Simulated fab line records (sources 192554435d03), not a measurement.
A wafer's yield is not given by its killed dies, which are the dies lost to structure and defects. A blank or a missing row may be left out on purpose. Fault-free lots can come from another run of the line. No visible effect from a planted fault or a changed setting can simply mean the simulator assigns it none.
Split-lot experiment ; flow n5 finfet ; 7 lots, 39 wafers read, on a route of 1938 steps

THE SPLIT
At N5_BEOL_M14_TRENCH_ETCH_34 (etches SiO2 in C4F8/O2/Ar, target depth 556.65 nm, time 126.9 s), the setting time s was moved away from the recipe's 126.9 s on 12 of the 39 wafers read, by -37.7% to +37.9%. The other wafers ran this setting at the recipe's value.

FROM THE SPLIT TO THE READING: what the file shows between them, 10 steps
- N5_BEOL_M14_STRIP_70: strips in C4F8/O2/Ar
- N5_BEOL_M14_OCD_MEAS_35
- N5_BEOL_M14_STRIP_37: strips in O2
- N5_BEOL_M14_ETCH_38: etches SiCN in CF4/N2, target depth 106.5 nm, time 120.6 s
- N5_BEOL_M14_ECD_47: material Cu, target thk 1248 nm
- N5_BEOL_M14_ANNEAL_48: time 90 s
- N5_BEOL_M14_CMP_49: polishes, stops on SiO2, t overpolish 5.2 s, target thk 560 nm
- N5_BEOL_M14_THK_MEAS_50: measures by xrf
- N5_BEOL_M14_PRE_CLEAN_52: time 15 s
- N5_BEOL_M14_DEP_53: deposits SiCN from 3MS/NH3, target thk 50 nm, time 17.8 s

THE READING
M14_RS in ohm/sq, measured at N5_BEOL_M14_RS_MEAS_54 by four-point-probe. Fault-free wafers of this fab line usually give 0.0335 ohm/sq, standard deviation 0.00071 ohm/sq.

wafer;tool, chamber at the split;time s as run, s;against the recipe;M14_RS, ohm/sq;against lot-mates on the recipe
L079.1;rie diel-02, 0;126.9;recipe;0.0330;-
L079.2;rie diel-02, 2;126.9;recipe;0.0347;-
L079.3;rie diel-02, 3;126.9;recipe;0.0341;-
L079.4;rie diel-02, 2;126.9;recipe;0.0347;-
L079.5;rie diel-02, 0;126.9;recipe;0.0329;-
L079.6;rie diel-02, 3;126.9;recipe;0.0343;-
L083.1;rie diel-02, 3;168.4;+32.7%;0.0258;-0.0073
L083.2;rie diel-02, 0;168.4;+32.7%;0.0249;-0.0082
L083.3;rie diel-02, 2;126.9;recipe;0.0345;-
L083.4;rie diel-02, 1;126.9;recipe;0.0321;-
L083.5;rie diel-02, 1;126.9;recipe;0.0326;-
L083.6;rie diel-02, 0;168.4;+32.7%;0.0247;-0.0084
L089.1;rie diel-04, 3;175;+37.9%;0.0243;-0.0091
L089.2;rie diel-04, 2;175;+37.9%;0.0239;-0.0095
L089.3;rie diel-04, 0;175;+37.9%;0.0240;-0.0094
L089.4;rie diel-04, 1;126.9;recipe;0.0335;-
L089.5;rie diel-04, 0;126.9;recipe;0.0333;-
L089.6;rie diel-04, 1;126.9;recipe;0.0334;-
L087.1;rie diel-02, 2;126.9;recipe;0.0343;-
L087.2;rie diel-02, 3;126.9;recipe;0.0341;-
L087.3;rie diel-02, 1;126.9;recipe;0.0324;-
L087.4;rie diel-02, 0;126.9;recipe;0.0331;-
L087.5;rie diel-02, 3;126.9;recipe;0.0340;-
L087.6;rie diel-02, 2;126.9;recipe;0.0344;-
L091.1;rie diel-02, 0;126.9;recipe;0.0335;-
L091.3;rie diel-02, 3;126.9;recipe;0.0345;-
L091.4;rie diel-02, 1;126.9;recipe;0.0326;-
L095.1;rie diel-02, 0;155.8;+22.8%;0.0273;-0.0069
L095.2;rie diel-02, 1;126.9;recipe;0.0331;-
L095.3;rie diel-02, 2;126.9;recipe;0.0350;-
L095.4;rie diel-02, 3;155.8;+22.8%;0.0279;-0.0063
L095.5;rie diel-02, 2;155.8;+22.8%;0.0282;-0.0060
L095.6;rie diel-02, 3;126.9;recipe;0.0346;-
L096.1;rie diel-04, 0;126.9;recipe;0.0330;-
L096.2;rie diel-04, 2;79.02;-37.7%;0.0539;+0.0204
L096.3;rie diel-04, 3;126.9;recipe;0.0337;-
L096.4;rie diel-04, 1;126.9;recipe;0.0338;-
L096.5;rie diel-04, 3;79.02;-37.7%;0.0549;+0.0214
L096.6;rie diel-04, 2;79.02;-37.7%;0.0538;+0.0203

THE FIT
A straight line over all 39 wafers: M14_RS changes by -0.000365 ohm/sq for each +1% of time s; r = -0.95; the points scatter about the line by 0.0023 ohm/sq.
The same after taking each lot's own level away (the mean of its wafers on the recipe; 39 wafers): -0.000363 ohm/sq for each +1%; r = -0.94; scatter 0.0024 ohm/sq.
The reading moves by 0.014 ohm/sq for the largest change in time s, on that fit.
The span of the lots' own levels, 0.03307 to 0.03423 ohm/sq, comes to 1.6 times the standard deviation stated above.
So the lot-to-lot level changes the slope little: the two slopes agree.
Check: -0.0129 ohm/sq against its lot-mates is what the line predicts for one of the wafers moved furthest among these (+37.9%) when that wafer is left out of the fit. Against them it came out at -0.0091 ohm/sq.

THESE WAFERS: OTHER SPLITS
Before the reading, these wafers also passed through other splits. Each is held against what the fit with the lots' levels taken away leaves over:
other split on the same wafers;wafers away from the commonest value;r with M14_RS (lot level and that fit taken away)
N5_BEOL_M11_DESCUM_16 time s;6;+0.06

THE WHOLE CHAIN: every reading that the file lists as answering this split, in the file's order
step;what it does;reading;change (the file's fit);r (the file's)
N5_BEOL_M14_TRENCH_ETCH_34;etches SiO2 in C4F8/O2/Ar, target depth 556.65 nm, time 126.9 s;etch.depth nm (the simulator's own value, which no gauge read);+5.45 nm for each +1% of the setting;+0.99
N5_BEOL_M14_OCD_MEAS_35;;trench depth nm;+5.45 nm for each +1% of the setting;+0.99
N5_BEOL_M14_CMP_49;polishes, stops on SiO2, t overpolish 5.2 s, target thk 560 nm;Cu_of_BEOL_M14_ECD_47.thk nm (the simulator's own value, which no gauge read);+5.46 nm for each +1% of the setting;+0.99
N5_BEOL_M14_THK_MEAS_50;measures by xrf;M14_THK;+5.35 for each +1% of the setting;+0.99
N5_BEOL_M14_RS_MEAS_54;measures by four-point-probe;M14_RS;-0.000346 for each +1% of the setting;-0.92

THE FILE'S OWN FIT
M14_RS changes by -0.000346 ohm/sq for each +1% of time s, r = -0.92.
